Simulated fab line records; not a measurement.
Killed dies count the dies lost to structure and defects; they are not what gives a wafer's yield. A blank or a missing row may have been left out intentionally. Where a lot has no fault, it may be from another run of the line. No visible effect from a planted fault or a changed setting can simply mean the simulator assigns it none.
fab line records | flow n5_finfet
record: lots: 7 | wafers: 21
route steps=1938 shown BEOL_M0_SAQP@635 BEOL_M0@726 BEOL_M1@751 BEOL_M2@841
start_h: hours from the record's opening day to when the first of the lot's shown wafers began | wait_h: hours elapsed since this lot's preceding step | " same as the row above | L1.1+2: one row covering several wafers at once | - no value, or no start was given | * or withheld: withheld | < > ~ a bound
route shown NAME@n: a module of which the file shows steps, and the number in the route of the first | usual: the fault-free wafers' mean and standard deviation | same: alike in all rows | chamber/n: place in a boat | sites: readings site by site | _std_site: standard deviation across them | _edge_site: inner sites' mean taken away from outer sites' mean | radius_mm: for every site, how far away it sits from the centre of the wafer | mask NAME#n: copy n | behind: tool/chamber where the wafer was last shaped | hold: reason for holding the lot/hours on hold/outcome of the hold | device: whichever transistor did not switch (one of n, p or np) | end of line: at the end of the route, the tests of the same wafers | a step given without rows: its recipe and nothing more | killed: count of dies lost to structure and defects at first sort (not the wafer's yield) | map: the dies of a wafer, with x for killed, . for not killed, _ for no die there
set.NAME: the setting that was run; set.NAME@STEP: the one run at that earlier step | model.NAME: the simulator's own value behind a step, which no gauge read
lots where settings were altered on purpose, with a table for each step and a row for each wafer
== steps ==
step: N5_BEOL_M0_SAQP_PECVD_03
recipe: material: SiCN | target_thk_a: 120 | temp_c: withheld | precursor: 3MS/NH3 | pressure_torr: 3 | rf_w: 202 | time_s: 21.1
lot.wafer | tool     | chamber | start_h | wait_h | set.time_s | model.SiCN_of_BEOL_M0_SAQP_PECVD_03.thk_nm
L074.2    | pecvd-04 | 1       | 109.68  | 0.1    | 21.1       | 12
L074.4    | "        | 2       | "       | "      | 21.1       | 12.6
L074.6    | "        | 1       | "       | "      | 21.1       | 12.4
L076.1    | pecvd-03 | 0       | 118.88  | 0.1    | 21.1       | 12.2
L076.4+6  | "        | 1,0     | "       | "      | 21.1       | 12
L080.1    | pecvd-01 | 1       | 144.81  | 0.1    | 18.32      | 10.4
L080.4    | "        | 1       | "       | "      | 21.1       | 12
L080.5    | "        | 0       | "       | "      | 21.1       | 12.2
L083.1    | pecvd-03 | 0       | 161.02  | 0.1    | 21.1       | 11.8
L083.3    | "        | 1       | "       | "      | 23.74      | 13
L083.5    | "        | 1       | "       | "      | 21.1       | 12
L089.1+3  | pecvd-03 | 1,2     | 205.33  | 0.1    | 21.1       | 11.8
L089.5    | "        | 0       | "       | "      | 21.1       | 12.2
L096.3    | pecvd-04 | 2       | 247.48  | 0.1    | 21.1       | 12.2
L096.5    | "        | 0       | "       | "      | 19.29      | 11.4
L096.6    | "        | 2       | "       | "      | 21.1       | 12.6
L097.1    | pecvd-04 | 0       | 250.99  | 0.1    | 23.49      | 13.2
L097.2    | "        | 1       | "       | "      | 23.49      | 13.4
L097.5    | "        | 2       | "       | "      | 21.1       | 12
step: N5_BEOL_M0_SAQP_PECVD_96
recipe: material: a-Si | target_thk_a: 450 | temp_c: 350 | precursor: SiH4/He | pressure_torr: 3 | rf_w: 100 | time_s: 45.2
step: N5_BEOL_M0_SAQP_PECVD_97
recipe: material: SiNx | target_thk_a: 230 | temp_c: 350 | precursor: SiH4/NH3/N2 | pressure_torr: 1.5 | rf_w: 300 | time_s: 19.9
step: N5_BEOL_M0_SAQP_ETCH_101
recipe: chemistry: CH3F/O2 | target: SiNx | mask_material: SiO2 | target_depth_a: 299 | time_s: 42.7 | pressure_mtorr: 30 | source_w: 395 | bias_w: 73 | Ar_flow_sccm: 150 | CH3F_flow_sccm: 30 | O2_flow_sccm: 20 | ion_energy_ev: 120
step: N5_BEOL_M0_SAQP_ETCH_102
recipe: chemistry: CF4 | target: SiO2 | target_depth_a: 40 | ion_energy_ev: 350 | time_s: 4.4 | pressure_mtorr: 10 | icp_w: 800 | bias_w: 400 | cf4_flow_sccm: 80
step: N5_BEOL_M0_SAQP_MANDREL_ETCH_103
recipe: chemistry: HBr/Cl2 | target: a-Si | target_depth_a: 450 | bt_time_s: 10 | stop_on: SiCN | mask_material: SiO2 | over_etch_frac: 0.8 | time_s: 27 | pressure_mtorr: 10 | icp_w: 800 | bias_w: 75 | HBr_flow_sccm: 150 | Cl2_flow_sccm: 80 | ends: end_point
lot.wafer | tool      | chamber | start_h | wait_h | set.time_s@BEOL_M0_SAQP_PECVD_03 | model.SiCN_of_BEOL_M0_SAQP_PECVD_03.thk_nm
L074.2    | rie_si-03 | 0       | 112.44  | 0.0    | 21.1                             | 9
L074.4    | "         | 1       | "       | "      | 21.1                             | 9.4
L074.6    | "         | 0       | "       | "      | 21.1                             | 9.2
L076.1+6  | rie_si-03 | 2,3     | 121.86  | 0.0    | 21.1                             | 9
L076.4    | "         | 2       | "       | "      | 21.1                             | 8.8
L080.1    | rie_si-01 | 3       | 147.65  | 0.0    | 18.32                            | 7.4
L080.4    | "         | 1       | "       | "      | 21.1                             | 8.8
L080.5    | "         | 0       | "       | "      | 21.1                             | 9
L083.1+5  | rie_si-03 | 1,2     | 163.53  | 0.0    | 21.1                             | 8.8
L083.3    | "         | 0       | "       | "      | 23.74                            | 10
L089.1    | rie_si-03 | 2       | 207.90  | 0.0    | 21.1                             | 8.6
L089.3    | "         | 3       | "       | "      | 21.1                             | 8.8
L089.5    | "         | 1       | "       | "      | 21.1                             | 9
L096.3    | rie_si-06 | 1       | 250.17  | 0.0    | 21.1                             | 9
L096.5    | "         | 2       | "       | "      | 19.29                            | 8.2
L096.6    | "         | 1       | "       | "      | 21.1                             | 9.4
L097.1    | rie_si-03 | 2       | 253.56  | 0.0    | 23.49                            | 10
L097.2    | "         | 0       | "       | "      | 23.49                            | 10.2
L097.5    | "         | 0       | "       | "      | 21.1                             | 9
step: N5_BEOL_M0_ETCH_109
recipe: chemistry: CH3F/O2 | target_depth_a: 80 | overetch_a: 24 | target: SiCN | time_s: 27.4 | ion_energy_ev: 120 | pressure_mtorr: 30 | source_w: 395 | bias_w: 75 | Ar_flow_sccm: 150 | CH3F_flow_sccm: 30 | O2_flow_sccm: 20
usual: rf_vpp_V: 297.5/1.2
lot.wafer | tool        | chamber | start_h | wait_h | set.bias_w | rf_vpp_V
L074.2    | rie_diel-01 | 2       | 119.50  | 0.1    | 75         | 297.0
L074.4    | "           | 1       | "       | "      | 75         | 297.0
L074.6    | "           | 2       | "       | "      | 75         | 296.0
L076.1    | rie_diel-01 | 2       | 133.48  | 0.0    | 75         | 298.6
L076.4    | "           | 3       | "       | "      | 63.17      | 266.8
L076.6    | "           | 0       | "       | "      | 75         | 296.7
L080.1    | rie_diel-01 | 0       | 153.97  | 0.1    | 75         | 296.5
L080.4    | "           | 3       | "       | "      | 85.79      | 322.7
L080.5    | "           | 1       | "       | "      | 75         | 297.6
L083.1    | rie_diel-04 | 1       | 168.90  | 0.0    | 84.98      | 319.6
L083.3    | "           | 2       | "       | "      | 84.98      | 320.6
L083.5    | "           | 1       | "       | "      | 75         | 297.5
L089.1    | rie_diel-01 | 3       | 215.91  | 0.6    | 84.25      | 319.9
L089.3    | "           | 0       | "       | "      | 75         | 297.3
L089.5    | "           | 0       | "       | "      | 75         | 296.9
L096.3    | rie_diel-01 | 0       | 255.72  | 0.0    | 75         | 297.1
L096.5    | "           | 3       | "       | "      | 75         | 297.3
L096.6    | "           | 0       | "       | "      | 75         | 296.4
L097.1    | rie_diel-05 | 2       | 269.15  | 0.0    | 75         | 297.7
L097.2    | "           | 3       | "       | "      | 75         | 296.0
L097.5    | "           | 1       | "       | "      | 75         | 297.3
step: N5_BEOL_M1_ILD_DEP_00
recipe: material: SiOC | target_thk_a: 790 | temp_c: 350 | precursor: DEMS/O2 | pressure_torr: 5 | rf_w: 500 | time_s: 15.3
lot.wafer | tool     | chamber | start_h | wait_h | set.time_s | model.SiOC_of_BEOL_M1_ILD_DEP_00.thk_nm
L074.2    | pecvd-01 | 2       | 124.26  | 0.0    | 15.3       | 78.2
L074.4    | "        | 2       | "       | "      | 15.3       | 78.6
L074.6    | "        | 1       | "       | "      | 15.3       | 79.2
L076.1    | pecvd-04 | 0       | 137.72  | 0.0    | 15.3       | 77
L076.4    | "        | 2       | "       | "      | 13.33      | 69
L076.6    | "        | 0       | "       | "      | 15.3       | 78.8
L080.1    | pecvd-01 | 1       | 157.16  | 0.0    | 17.09      | 87.4
L080.4    | "        | 0       | "       | "      | 15.3       | 78.2
L080.5    | "        | 1       | "       | "      | 15.3       | 79.2
L083.1    | pecvd-01 | 1       | 171.59  | 0.0    | 15.3       | 77.6
L083.3    | "        | 0       | "       | "      | 15.3       | 78
L083.5    | "        | 0       | "       | "      | 15.3       | 78.6
L089.1    | pecvd-02 | 2       | 220.03  | 0.0    | 15.3       | 77.8
L089.3    | "        | 1       | "       | "      | 15.3       | 78
L089.5    | "        | 1       | "       | "      | 15.3       | 79.4
L096.3    | pecvd-04 | 2       | 258.40  | 0.0    | 15.3       | 78.4
L096.5    | "        | 0       | "       | "      | 17.05      | 89
L096.6    | "        | 1       | "       | "      | 17.05      | 88.8
L097.1    | pecvd-04 | 2       | 272.11  | 0.0    | 15.3       | 78.2
L097.2    | "        | 1       | "       | "      | 15.3       | 77.8
L097.5    | "        | 2       | "       | "      | 15.3       | 78.6
step: N5_BEOL_M1_THK_MEAS_01
recipe: reads: SiOC_of_BEOL_M1_ILD_DEP_00
usual: M1_ILD_THK: 78.6/0.92
lot.wafer | tool          | chamber | start_h | wait_h | set.time_s@BEOL_M1_ILD_DEP_00 | M1_ILD_THK[nm]
L074.2    | film_metro-02 | -       | 124.33  | 0.1    | 15.3                          | 78.2
L074.4    | "             | -       | "       | "      | 15.3                          | 78.7
L074.6    | "             | -       | "       | "      | 15.3                          | 79.2
L076.1    | film_metro-02 | -       | 137.78  | 0.0    | 15.3                          | 77.1
L076.4    | "             | -       | "       | "      | 13.33                         | 69.0
L076.6    | "             | -       | "       | "      | 15.3                          | 78.7
L080.1    | film_metro-01 | -       | 157.23  | 0.0    | 17.09                         | 87.3
L080.4    | "             | -       | "       | "      | 15.3                          | 78.1
L080.5    | "             | -       | "       | "      | 15.3                          | 79.2
L083.1    | film_metro-01 | -       | 171.66  | 0.0    | 15.3                          | 77.7
L083.3    | "             | -       | "       | "      | 15.3                          | 78.0
L083.5    | "             | -       | "       | "      | 15.3                          | 78.6
L089.1    | film_metro-02 | -       | 220.09  | 0.0    | 15.3                          | 78.0
L089.3    | "             | -       | "       | "      | 15.3                          | 77.9
L089.5    | "             | -       | "       | "      | 15.3                          | 79.5
L096.3    | film_metro-02 | -       | 258.47  | 0.1    | 15.3                          | 78.3
L096.5    | "             | -       | "       | "      | 17.05                         | 89.1
L096.6    | "             | -       | "       | "      | 17.05                         | 88.9
L097.1    | film_metro-01 | -       | 272.18  | 0.0    | 15.3                          | 78.3
L097.2    | "             | -       | "       | "      | 15.3                          | 77.9
L097.5    | "             | -       | "       | "      | 15.3                          | 78.6
step: N5_BEOL_M1_EXPOSE_08
recipe: mask_id: M1 | na: 0.33 | source_shape: dipole | sigma_inner: 0.369 | sigma_outer: 0.767 | polarization: unpolarized | dose_mj: 33
lot.wafer  | tool           | chamber | start_h | wait_h | mask | set.dose_mj
L074.2+4+6 | euv_scanner-02 | 0       | 126.11  | -      | M1#0 | 33
L076.1     | euv_scanner-01 | 0       | 138.57  | -      | M1#0 | 33
L076.4+6   | "              | 0       | "       | "      | M1#0 | 32.03
L080.1+4+5 | euv_scanner-01 | 0       | 159.53  | -      | M1#0 | 33
L083.1+3+5 | euv_scanner-02 | 0       | 175.08  | -      | M1#0 | 33
L089.1+3+5 | euv_scanner-01 | 0       | 222.52  | -      | M1#0 | 33
L096.3     | euv_scanner-01 | 0       | 258.89  | -      | M1#0 | 31.13
L096.5+6   | "              | 0       | "       | "      | M1#0 | 33
L097.1     | euv_scanner-02 | 0       | 273.89  | -      | M1#0 | 33
L097.2+5   | "              | 0       | "       | "      | M1#0 | 35.17
step: N5_BEOL_M1_PEB_09
recipe: peb_temp_c: 100 | peb_time_s: 60 | resist: CAR-EUV
step: N5_BEOL_M1_DEVELOP_10
recipe: develop_time_s: 30 | developer: TMAH | resist: CAR-EUV | rinse_liquid: surfactant_rinse | dry: air_spin | dev_temp_c: 23
step: N5_BEOL_M1_CD_MEAS_11
recipe: target_cd_nm: 17.05 | landing_energy_ev: 500 | detector: se_inlens | polarity: opening
usual: cd_nm: 17.07/0.22
lot.wafer | tool      | chamber | start_h | wait_h | set.dose_mj@BEOL_M1_EXPOSE_08 | cd_nm
L074.2    | cd_sem-03 | 0       | 126.23  | -      | 33                            | 17.03
L074.4    | "         | 0       | "       | "      | 33                            | 17.09
L074.6    | "         | 0       | "       | "      | 33                            | 17.43
L076.1    | cd_sem-03 | 0       | 138.70  | -      | 33                            | 17.12
L076.4    | "         | 0       | "       | "      | 32.03                         | 16.36
L076.6    | "         | 0       | "       | "      | 32.03                         | 16.48
L080.1    | cd_sem-03 | 0       | 159.65  | -      | 33                            | 17.13
L080.4    | "         | 0       | "       | "      | 33                            | 16.76
L080.5    | "         | 0       | "       | "      | 33                            | 17.19
L083.1    | cd_sem-01 | 0       | 175.21  | -      | 33                            | 16.91
L083.3    | "         | 0       | "       | "      | 33                            | 17.50
L083.5    | "         | 0       | "       | "      | 33                            | 16.76
L089.1    | cd_sem-03 | 0       | 222.65  | -      | 33                            | 16.76
L089.3    | "         | 0       | "       | "      | 33                            | 17.22
L089.5    | "         | 0       | "       | "      | 33                            | 17.33
L096.3    | cd_sem-01 | 0       | 259.00  | -      | 31.13                         | 15.73
L096.5    | "         | 0       | "       | "      | 33                            | 17.08
L096.6    | "         | 0       | "       | "      | 33                            | 16.84
L097.1    | cd_sem-03 | 0       | 274.02  | -      | 33                            | 16.78
L097.2    | "         | 0       | "       | "      | 35.17                         | 18.34
L097.5    | "         | 0       | "       | "      | 35.17                         | 18.34
step: N5_BEOL_M1_DESCUM_16
recipe: chemistry: O2 | time_s: 7 | source_power_w: 50 | bias_power_w: 20 | pressure_mtorr: 20 | rf_frequency_hz: 2.712e+07 | temp_c: 40 | resist: CAR-EUV | o2_flow_sccm: 225
step: N5_BEOL_M1_ETCH_74
recipe: chemistry: N2/H2 | target: underlayer | target_depth_a: 65 | mask_material: CAR-EUV | time_s: 5.2 | ion_energy_ev: 200 | pressure_mtorr: 30 | source_w: 840 | bias_w: 150 | n2_flow_sccm: 200 | h2_flow_sccm: 200 | ends: cleared
lot.wafer | tool        | chamber | start_h | wait_h | set.dose_mj@BEOL_M1_EXPOSE_08 | model.BEOL_M1.cd_offset_nm
L074.2+6  | rie_diel-02 | 1       | 126.53  | 0.0    | 33                            | 0
L074.4    | "           | 0       | "       | "      | 33                            | -0.2
L076.1    | rie_diel-06 | 1       | 138.86  | 0.0    | 33                            | 0
L076.4+6  | "           | 3,1     | "       | "      | 32.03                         | -0.6
L080.1    | rie_diel-03 | 1       | 160.70  | 0.0    | 33                            | 0
L080.4    | "           | 0       | "       | "      | 33                            | -0.2
L080.5    | "           | 1       | "       | "      | 33                            | 0.2
L083.1    | rie_diel-06 | 1       | 175.43  | 0.0    | 33                            | 0.2
L083.3+5  | "           | 0       | "       | "      | 33                            | 0
L089.1    | rie_diel-06 | 3       | 222.84  | 0.0    | 33                            | 0
L089.3+5  | "           | 1,3     | "       | "      | 33                            | -0.2
L096.3    | rie_diel-03 | 3       | 259.96  | 0.0    | 31.13                         | -1.2
L096.5+6  | "           | 0,3     | "       | "      | 33                            | -0.2
L097.1    | rie_diel-06 | 2       | 274.18  | 0.0    | 33                            | 0
L097.2+5  | "           | 3,0     | "       | "      | 35.17                         | 1.2
step: N5_BEOL_M1_ETCH_63
recipe: chemistry: CF4 | target: SiARC | target_depth_a: 156 | mask_material: CAR-EUV | time_s: 26 | ion_energy_ev: 80 | pressure_mtorr: 40 | source_w: 545 | bias_w: 36 | Ar_flow_sccm: 100 | cf4_flow_sccm: 100 | ends: cleared
lot.wafer | tool        | chamber | start_h | wait_h | set.dose_mj@BEOL_M1_EXPOSE_08 | model.BEOL_M1.cd_offset_nm
L074.2+6  | rie_diel-02 | 1       | 126.55  | 0.0    | 33                            | -0.2
L074.4    | "           | 0       | "       | "      | 33                            | -0.4
L076.1    | rie_diel-06 | 1       | 138.88  | 0.0    | 33                            | 0
L076.4+6  | "           | 3,1     | "       | "      | 32.03                         | -0.6
L080.1+5  | rie_diel-03 | 1       | 160.72  | 0.0    | 33                            | 0.2
L080.4    | "           | 0       | "       | "      | 33                            | -0.2
L083.1    | rie_diel-06 | 1       | 175.44  | 0.0    | 33                            | 0.2
L083.3+5  | "           | 0       | "       | "      | 33                            | 0
L089.1+5  | rie_diel-06 | 3       | 222.86  | 0.0    | 33                            | -0.2
L089.3    | "           | 1       | "       | "      | 33                            | 0
L096.3    | rie_diel-03 | 3       | 259.98  | 0.0    | 31.13                         | -1.2
L096.5+6  | "           | 0,3     | "       | "      | 33                            | -0.2
L097.1    | rie_diel-06 | 2       | 274.19  | 0.0    | 33                            | 0
L097.2    | "           | 3       | "       | "      | 35.17                         | 1.2
L097.5    | "           | 0       | "       | "      | 35.17                         | 1
step: N5_BEOL_M1_ETCH_64
recipe: chemistry: N2/H2 | target: SOC | target_depth_a: 750 | overetch_a: 150 | mask_material: SiARC | temp_c: 40 | time_s: 112.5 | ion_energy_ev: 200 | pressure_mtorr: 30 | source_w: 840 | bias_w: 150 | n2_flow_sccm: 200 | h2_flow_sccm: 200
lot.wafer  | tool        | chamber | start_h | wait_h | set.dose_mj@BEOL_M1_EXPOSE_08 | model.BEOL_M1.cd_offset_nm
L074.2+4+6 | rie_diel-02 | 1,0,1   | 126.58  | 0.0    | 33                            | -0.2
L076.1     | rie_diel-06 | 1       | 138.91  | 0.0    | 33                            | 0.2
L076.4+6   | "           | 3,1     | "       | "      | 32.03                         | -0.4
L080.1     | rie_diel-03 | 1       | 160.74  | 0.0    | 33                            | 0.2
L080.4     | "           | 0       | "       | "      | 33                            | -0.2
L080.5     | "           | 1       | "       | "      | 33                            | 0.4
L083.1+5   | rie_diel-06 | 1,0     | 175.47  | 0.0    | 33                            | 0.2
L083.3     | "           | 0       | "       | "      | 33                            | 0.4
L089.1     | rie_diel-06 | 3       | 222.88  | 0.0    | 33                            | -0.2
L089.3+5   | "           | 1,3     | "       | "      | 33                            | 0
L096.3     | rie_diel-03 | 3       | 260.01  | 0.0    | 31.13                         | -1.2
L096.5     | "           | 0       | "       | "      | 33                            | -0.4
L096.6     | "           | 3       | "       | "      | 33                            | -0.2
L097.1     | rie_diel-06 | 2       | 274.22  | 0.0    | 33                            | 0.2
L097.2+5   | "           | 3,0     | "       | "      | 35.17                         | 1.2
step: N5_BEOL_M2_ILD_DEP_00
recipe: material: SiOC | target_thk_a: 790 | temp_c: 350 | precursor: DEMS/O2 | pressure_torr: 5 | rf_w: 500 | time_s: 15.3
lot.wafer | tool     | chamber | start_h | wait_h | set.time_s | model.SiOC_of_BEOL_M2_ILD_DEP_00.thk_nm
L074.2    | pecvd-02 | 2       | 137.21  | 0.0    | 15.3       | 77.8
L074.4+6  | "        | 1,0     | "       | "      | 15.3       | 79
L076.1    | pecvd-03 | 1       | 149.94  | 0.0    | 15.3       | 78.4
L076.4    | "        | 1       | "       | "      | 15.3       | 79.2
L076.6    | "        | 0       | "       | "      | 15.3       | 79
L080.1    | pecvd-03 | 2       | 180.62  | 0.0    | 15.3       | 78.2
L080.4    | "        | 0       | "       | "      | 15.3       | 78.6
L080.5    | "        | 1       | "       | "      | 16.69      | 86.2
L083.1    | pecvd-02 | 0       | 188.74  | 0.0    | 15.3       | 78
L083.3    | "        | 1       | "       | "      | 17.48      | 87.6
L083.5    | "        | 2       | "       | "      | 15.3       | 78.8
L089.1    | pecvd-02 | 2       | 236.55  | 0.0    | 15.3       | 78.6
L089.3    | "        | 1       | "       | "      | 15.3       | 78.2
L089.5    | "        | 0       | "       | "      | 14.37      | 75.2
L096.3    | pecvd-03 | 1       | 284.40  | 0.0    | 15.3       | 79.4
L096.5    | "        | 1       | "       | "      | 15.3       | 79.6
L096.6    | "        | 2       | "       | "      | 15.3       | 79.8
L097.1+2  | pecvd-03 | 0,1     | 289.62  | 0.0    | 15.3       | 78.6
L097.5    | "        | 0       | "       | "      | 15.3       | 79.8
step: N5_BEOL_M2_THK_MEAS_01
recipe: reads: SiOC_of_BEOL_M2_ILD_DEP_00
usual: M2_ILD_THK: 79.0/1
lot.wafer | tool          | chamber | start_h | wait_h | set.time_s@BEOL_M2_ILD_DEP_00 | M2_ILD_THK[nm]
L074.2    | film_metro-01 | -       | 137.28  | 0.1    | 15.3                          | 77.9
L074.4    | "             | -       | "       | "      | 15.3                          | 79.0
L074.6    | "             | -       | "       | "      | 15.3                          | 79.1
L076.1    | film_metro-01 | -       | 150.00  | 0.0    | 15.3                          | 78.4
L076.4    | "             | -       | "       | "      | 15.3                          | 79.3
L076.6    | "             | -       | "       | "      | 15.3                          | 79.1
L080.1    | film_metro-01 | -       | 180.69  | 0.0    | 15.3                          | 78.2
L080.4    | "             | -       | "       | "      | 15.3                          | 78.7
L080.5    | "             | -       | "       | "      | 16.69                         | 86.2
L083.1    | film_metro-01 | -       | 188.80  | 0.0    | 15.3                          | 77.9
L083.3    | "             | -       | "       | "      | 17.48                         | 87.6
L083.5    | "             | -       | "       | "      | 15.3                          | 78.9
L089.1    | film_metro-02 | -       | 236.62  | 0.0    | 15.3                          | 78.6
L089.3    | "             | -       | "       | "      | 15.3                          | 78.2
L089.5    | "             | -       | "       | "      | 14.37                         | 75.1
L096.3    | film_metro-02 | -       | 284.47  | 0.1    | 15.3                          | 79.4
L096.5    | "             | -       | "       | "      | 15.3                          | 79.6
L096.6    | "             | -       | "       | "      | 15.3                          | 79.8
L097.1    | film_metro-01 | -       | 289.69  | 0.0    | 15.3                          | 78.5
L097.2    | "             | -       | "       | "      | 15.3                          | 78.6
L097.5    | "             | -       | "       | "      | 15.3                          | 79.8
step: N5_BEOL_M2_COAT_73
recipe: resist: underlayer | temp_c: 205 | time_s: 60 | spin_rpm: 1500 | resist_thk_nm: 5
lot.wafer  | tool           | chamber | start_h | wait_h | set.spin_rpm
L074.2+4+6 | litho_track-02 | 0       | -       | -      | 1500
L076.1     | litho_track-04 | 0       | -       | -      | 1500
L076.4+6   | "              | 0       | "       | "      | 1554
L080.1+5   | litho_track-02 | 0       | -       | -      | 1641
L080.4     | "              | 0       | "       | "      | 1500
L083.1+3+5 | litho_track-03 | 0       | -       | -      | 1500
L089.1     | litho_track-03 | 0       | -       | -      | 1554
L089.3+5   | "              | 0       | "       | "      | 1500
L096.3+5   | litho_track-03 | 0       | -       | -      | 1548
L096.6     | "              | 0       | "       | "      | 1500
L097.1+5   | litho_track-03 | 0       | -       | -      | 1500
L097.2     | "              | 0       | "       | "      | 1389
step: N5_BEOL_M2_COAT_05
recipe: resist: CAR-EUV | spin_rpm: 1500 | resist_thk_nm: 30
step: N5_BEOL_M2_EBR_07
recipe: solvent: PGMEA | ebr_width_mm: 1.5
step: N5_BEOL_M2_DESCUM_16
recipe: chemistry: O2 | time_s: 7 | source_power_w: 50 | bias_power_w: 20 | pressure_mtorr: 20 | rf_frequency_hz: 2.712e+07 | temp_c: 40 | resist: CAR-EUV | o2_flow_sccm: 225
step: N5_BEOL_M2_ETCH_74
recipe: chemistry: N2/H2 | target: underlayer | target_depth_a: 65 | mask_material: CAR-EUV | time_s: 5.2 | ion_energy_ev: 200 | pressure_mtorr: 30 | source_w: 840 | bias_w: 150 | n2_flow_sccm: 200 | h2_flow_sccm: 200 | ends: cleared
lot.wafer | tool        | chamber | start_h | wait_h | set.spin_rpm@BEOL_M2_COAT_73 | model.etch.depth_nm
L074.2+4  | rie_diel-04 | 1,3     | 139.37  | 0.0    | 1500                         | 4.977
L074.6    | "           | 0       | "       | "      | 1500                         | 4.974
L076.1    | rie_diel-01 | 1       | 151.20  | 0.0    | 1500                         | 5.017
L076.4    | "           | 3       | "       | "      | 1554                         | 4.925
L076.6    | "           | 2       | "       | "      | 1554                         | 4.918
L080.1    | rie_diel-01 | 2       | 182.32  | 0.0    | 1641                         | 4.753
L080.4    | "           | 3       | "       | "      | 1500                         | 4.977
L080.5    | "           | 1       | "       | "      | 1641                         | 4.764
L083.1    | rie_diel-04 | 2       | 193.00  | 0.0    | 1500                         | 4.983
L083.3    | "           | 0       | "       | "      | 1500                         | 4.99
L083.5    | "           | 0       | "       | "      | 1500                         | 4.982
L089.1    | rie_diel-01 | 1       | 237.57  | 0.0    | 1554                         | 4.915
L089.3    | "           | 3       | "       | "      | 1500                         | 5.001
L089.5    | "           | 1       | "       | "      | 1500                         | 4.984
L096.3    | rie_diel-04 | 2       | 286.49  | 0.0    | 1548                         | 4.937
L096.5    | "           | 1       | "       | "      | 1548                         | 4.92
L096.6    | "           | 2       | "       | "      | 1500                         | 5.007
L097.1    | rie_diel-01 | 3       | 291.06  | 0.0    | 1500                         | 5.016
L097.2    | "           | 0       | "       | "      | 1389                         | 5.194
L097.5    | "           | 3       | "       | "      | 1500                         | 5.009
step: N5_BEOL_M2_ETCH_69
recipe: chemistry: CF4 | target: SiARC | target_depth_a: 156 | mask_material: CAR-EUV | time_s: 26 | ion_energy_ev: 80 | pressure_mtorr: 40 | source_w: 545 | bias_w: 36 | Ar_flow_sccm: 100 | cf4_flow_sccm: 100 | ends: cleared
usual: rf_vpp_V: 184.2/1
lot.wafer | tool        | chamber | start_h | wait_h | set.bias_w | rf_vpp_V
L074.2    | rie_diel-04 | 0       | 141.14  | 0.0    | 36         | 183.2
L074.4    | "           | 2       | "       | "      | 36         | 183.6
L074.6    | "           | 0       | "       | "      | 36         | 186.0
L076.1    | rie_diel-04 | 2       | 152.25  | 0.0    | 39.34      | 195.3
L076.4    | "           | 3       | "       | "      | 36         | 185.5
L076.6    | "           | 3       | "       | "      | 36         | 185.4
L080.1    | rie_diel-04 | 2       | 183.24  | 0.0    | 36         | 183.9
L080.4    | "           | 3       | "       | "      | 36         | 185.1
L080.5    | "           | 2       | "       | "      | 36         | 184.9
L083.1    | rie_diel-01 | 1       | 194.00  | 0.0    | 38.74      | 192.7
L083.3    | "           | 3       | "       | "      | 36         | 184.7
L083.5    | "           | 1       | "       | "      | 36         | 185.3
L089.1    | rie_diel-04 | 1       | 238.74  | 0.0    | 33.74      | 175.6
L089.3    | "           | 0       | "       | "      | 33.74      | 176.2
L089.5    | "           | 2       | "       | "      | 33.74      | 175.9
L096.3    | rie_diel-05 | 0       | 287.44  | 0.0    | 36         | 185.1
L096.5    | "           | 2       | "       | "      | 36         | 185.0
L096.6    | "           | 1       | "       | "      | 36         | 184.8
L097.1    | rie_diel-01 | 2       | 292.08  | 0.0    | 36         | 184.6
L097.2    | "           | 0       | "       | "      | 36         | 183.2
L097.5    | "           | 1       | "       | "      | 36         | 183.7
== key ==
split: step: N5_BEOL_M0_SAQP_PECVD_03 | setting: time_s | stated: 21.1 | by: wafer
response: step: N5_BEOL_M0_SAQP_PECVD_03 | reading: model.SiCN_of_BEOL_M0_SAQP_PECVD_03.thk_nm | change: +0.112 | per: 1% | r: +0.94
response: step: N5_BEOL_M0_SAQP_MANDREL_ETCH_103 | reading: model.SiCN_of_BEOL_M0_SAQP_PECVD_03.thk_nm | change: +0.105 | per: 1% | r: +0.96
split: step: N5_BEOL_M0_ETCH_109 | setting: bias_w | stated: 75 | by: wafer
response: step: N5_BEOL_M0_ETCH_109 | reading: rf_vpp_V | change: +1.83 | per: 1% | r: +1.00
split: step: N5_BEOL_M1_ILD_DEP_00 | setting: time_s | stated: 15.3 | by: wafer
response: step: N5_BEOL_M1_ILD_DEP_00 | reading: model.SiOC_of_BEOL_M1_ILD_DEP_00.thk_nm | change: +0.776 | per: 1% | r: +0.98
response: step: N5_BEOL_M1_THK_MEAS_01 | reading: M1_ILD_THK | change: +0.777 | per: 1% | r: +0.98
split: step: N5_BEOL_M1_EXPOSE_08 | setting: dose_mj | stated: 33 | by: wafer
response: step: N5_BEOL_M1_CD_MEAS_11 | reading: cd_nm | change: +0.23 | per: 1% | r: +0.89
response: step: N5_BEOL_M1_ETCH_74 | reading: model.BEOL_M1.cd_offset_nm | change: +0.182 | per: 1% | r: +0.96
response: step: N5_BEOL_M1_ETCH_63 | reading: model.BEOL_M1.cd_offset_nm | change: +0.175 | per: 1% | r: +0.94
response: step: N5_BEOL_M1_ETCH_64 | reading: model.BEOL_M1.cd_offset_nm | change: +0.16 | per: 1% | r: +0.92
split: step: N5_BEOL_M2_ILD_DEP_00 | setting: time_s | stated: 15.3 | by: wafer
response: step: N5_BEOL_M2_ILD_DEP_00 | reading: model.SiOC_of_BEOL_M2_ILD_DEP_00.thk_nm | change: +0.687 | per: 1% | r: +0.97
response: step: N5_BEOL_M2_THK_MEAS_01 | reading: M2_ILD_THK | change: +0.686 | per: 1% | r: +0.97
split: step: N5_BEOL_M2_COAT_73 | setting: spin_rpm | stated: 1500 | by: wafer
response: step: N5_BEOL_M2_ETCH_74 | reading: model.etch.depth_nm | change: -0.0239 | per: 1% | r: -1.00
split: step: N5_BEOL_M2_ETCH_69 | setting: bias_w | stated: 36 | by: wafer
response: step: N5_BEOL_M2_ETCH_69 | reading: rf_vpp_V | change: +1.04 | per: 1% | r: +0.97
